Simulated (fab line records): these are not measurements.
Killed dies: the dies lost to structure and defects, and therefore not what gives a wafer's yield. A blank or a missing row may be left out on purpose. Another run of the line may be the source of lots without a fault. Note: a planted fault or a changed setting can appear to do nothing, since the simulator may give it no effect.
Split-lot experiment || flow n5Finfet || on a route of 1938 steps: 7 lots, 21 wafers read

SPLIT DETAILS
At N5_HKMG_FIN_COAT_06 (resist thk 90 nm), the setting spinRpm was moved away from the recipe's 1500 rpm on 4 of the 21 wafers read, by -6.7% to -3.5%. The other wafers ran this setting at the recipe's value.

The reading is taken at the split's own step.

THE READING
CAR-ArF_of_HKMG_FIN_COAT_06.thkNm (the simulator's own value, which no gauge read), in nm, at N5_HKMG_FIN_COAT_06 (resist thk 90 nm). The file does not state a usual value for it. The 17 wafers here that ran the recipe average 90.1 nm, standard deviation 0.25 nm.

{"wafer": "L074.4", "tool, chamber at the split": "lithoTrack-03, 0", "spinRpm as run, rpm": 1500, "against the recipe": "recipe", "CAR-ArF_of_HKMG_FIN_COAT_06.thkNm, nm": 89.6, "against lot-mates on the recipe": "-"}
{"wafer": "L074.5", "tool, chamber at the split": "lithoTrack-03, 0", "spinRpm as run, rpm": 1500, "against the recipe": "recipe", "CAR-ArF_of_HKMG_FIN_COAT_06.thkNm, nm": 90, "against lot-mates on the recipe": "-"}
{"wafer": "L074.6", "tool, chamber at the split": "lithoTrack-03, 0", "spinRpm as run, rpm": 1399, "against the recipe": "-6.7%", "CAR-ArF_of_HKMG_FIN_COAT_06.thkNm, nm": 93.2, "against lot-mates on the recipe": "+3.4"}
{"wafer": "L076.2", "tool, chamber at the split": "lithoTrack-02, 0", "spinRpm as run, rpm": 1500, "against the recipe": "recipe", "CAR-ArF_of_HKMG_FIN_COAT_06.thkNm, nm": 90, "against lot-mates on the recipe": "-"}
{"wafer": "L076.3", "tool, chamber at the split": "lithoTrack-02, 0", "spinRpm as run, rpm": 1500, "against the recipe": "recipe", "CAR-ArF_of_HKMG_FIN_COAT_06.thkNm, nm": 90.2, "against lot-mates on the recipe": "-"}
{"wafer": "L076.6", "tool, chamber at the split": "lithoTrack-02, 0", "spinRpm as run, rpm": 1500, "against the recipe": "recipe", "CAR-ArF_of_HKMG_FIN_COAT_06.thkNm, nm": 90.4, "against lot-mates on the recipe": "-"}
{"wafer": "L080.3", "tool, chamber at the split": "lithoTrack-03, 0", "spinRpm as run, rpm": 1500, "against the recipe": "recipe", "CAR-ArF_of_HKMG_FIN_COAT_06.thkNm, nm": 90, "against lot-mates on the recipe": "-"}
{"wafer": "L080.4", "tool, chamber at the split": "lithoTrack-03, 0", "spinRpm as run, rpm": 1500, "against the recipe": "recipe", "CAR-ArF_of_HKMG_FIN_COAT_06.thkNm, nm": 89.8, "against lot-mates on the recipe": "-"}
{"wafer": "L080.6", "tool, chamber at the split": "lithoTrack-03, 0", "spinRpm as run, rpm": 1500, "against the recipe": "recipe", "CAR-ArF_of_HKMG_FIN_COAT_06.thkNm, nm": 89.8, "against lot-mates on the recipe": "-"}
{"wafer": "L086.1", "tool, chamber at the split": "lithoTrack-02, 0", "spinRpm as run, rpm": 1500, "against the recipe": "recipe", "CAR-ArF_of_HKMG_FIN_COAT_06.thkNm, nm": 90, "against lot-mates on the recipe": "-"}
{"wafer": "L086.3", "tool, chamber at the split": "lithoTrack-02, 0", "spinRpm as run, rpm": 1500, "against the recipe": "recipe", "CAR-ArF_of_HKMG_FIN_COAT_06.thkNm, nm": 90, "against lot-mates on the recipe": "-"}
{"wafer": "L086.6", "tool, chamber at the split": "lithoTrack-02, 0", "spinRpm as run, rpm": 1500, "against the recipe": "recipe", "CAR-ArF_of_HKMG_FIN_COAT_06.thkNm, nm": 90, "against lot-mates on the recipe": "-"}
{"wafer": "L087.2", "tool, chamber at the split": "lithoTrack-02, 0", "spinRpm as run, rpm": 1414, "against the recipe": "-5.7%", "CAR-ArF_of_HKMG_FIN_COAT_06.thkNm, nm": 92.8, "against lot-mates on the recipe": "+2.5"}
{"wafer": "L087.5", "tool, chamber at the split": "lithoTrack-02, 0", "spinRpm as run, rpm": 1500, "against the recipe": "recipe", "CAR-ArF_of_HKMG_FIN_COAT_06.thkNm, nm": 90.2, "against lot-mates on the recipe": "-"}
{"wafer": "L087.6", "tool, chamber at the split": "lithoTrack-02, 0", "spinRpm as run, rpm": 1500, "against the recipe": "recipe", "CAR-ArF_of_HKMG_FIN_COAT_06.thkNm, nm": 90.4, "against lot-mates on the recipe": "-"}
{"wafer": "L089.4", "tool, chamber at the split": "lithoTrack-02, 0", "spinRpm as run, rpm": 1500, "against the recipe": "recipe", "CAR-ArF_of_HKMG_FIN_COAT_06.thkNm, nm": 90.2, "against lot-mates on the recipe": "-"}
{"wafer": "L089.5", "tool, chamber at the split": "lithoTrack-02, 0", "spinRpm as run, rpm": 1500, "against the recipe": "recipe", "CAR-ArF_of_HKMG_FIN_COAT_06.thkNm, nm": 90.4, "against lot-mates on the recipe": "-"}
{"wafer": "L089.6", "tool, chamber at the split": "lithoTrack-02, 0", "spinRpm as run, rpm": 1500, "against the recipe": "recipe", "CAR-ArF_of_HKMG_FIN_COAT_06.thkNm, nm": 90.6, "against lot-mates on the recipe": "-"}
{"wafer": "L096.1", "tool, chamber at the split": "lithoTrack-02, 0", "spinRpm as run, rpm": 1447, "against the recipe": "-3.5%", "CAR-ArF_of_HKMG_FIN_COAT_06.thkNm, nm": 92, "against lot-mates on the recipe": "+2.0"}
{"wafer": "L096.2", "tool, chamber at the split": "lithoTrack-02, 0", "spinRpm as run, rpm": 1447, "against the recipe": "-3.5%", "CAR-ArF_of_HKMG_FIN_COAT_06.thkNm, nm": 91.8, "against lot-mates on the recipe": "+1.8"}
{"wafer": "L096.5", "tool, chamber at the split": "lithoTrack-02, 0", "spinRpm as run, rpm": 1500, "against the recipe": "recipe", "CAR-ArF_of_HKMG_FIN_COAT_06.thkNm, nm": 90, "against lot-mates on the recipe": "-"}

FIT RESULTS
A straight line over all 21 wafers: CAR-ArF_of_HKMG_FIN_COAT_06.thkNm changes by -0.476 nm for each +1% of spinRpm; r = -0.97; the points scatter about the line by 0.24 nm.
The same after taking each lot's own level away (the mean of its wafers on the recipe; 21 wafers): -0.49 nm for each +1%; r = -0.99; scatter 0.16 nm.
According to that fit, moving spinRpm by its largest amount changes the reading by 3.3 nm.
The lots' own levels span 89.80 to 90.40 nm, that is 2.4 times the standard deviation above.
Consequently the slope shifts little with the lot-to-lot level, the two slopes agreeing.
Check: for one of the wafers moved furthest among these (-6.7%), held out of the fit, the line's prediction against its lot-mates is +3.23 nm. It came out at +3.4 nm against them.

THESE WAFERS: OTHER SPLITS
Note: prior to the reading, these wafers also went through further splits. Each is held against what the fit with the lots' levels taken away leaves over:
{"other split on the same wafers": "N5_DUMMY_GATE_EXPOSE_12 doseMj", "wafers away from the commonest value": 5, "r with CAR-ArF_of_HKMG_FIN_COAT_06.thkNm (lot level and that fit taken away)": -0.08}
{"other split on the same wafers": "N5_SD_EPI_N_EPI_21 timeS", "wafers away from the commonest value": 5, "r with CAR-ArF_of_HKMG_FIN_COAT_06.thkNm (lot level and that fit taken away)": "+0.22"}
{"other split on the same wafers": "N5_HKMG_FIN_EXPOSE_46 doseMj", "wafers away from the commonest value": 8, "r with CAR-ArF_of_HKMG_FIN_COAT_06.thkNm (lot level and that fit taken away)": -0.10}
{"other split on the same wafers": "N5_HKMG_FIN_ETCH_55 h2FlowSccm", "wafers away from the commonest value": 9, "r with CAR-ArF_of_HKMG_FIN_COAT_06.thkNm (lot level and that fit taken away)": "+0.19"}

THE FILE'S OWN FIT
CAR-ArF_of_HKMG_FIN_COAT_06.thkNm changes by -0.484 nm for each +1% of spinRpm, r = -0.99.
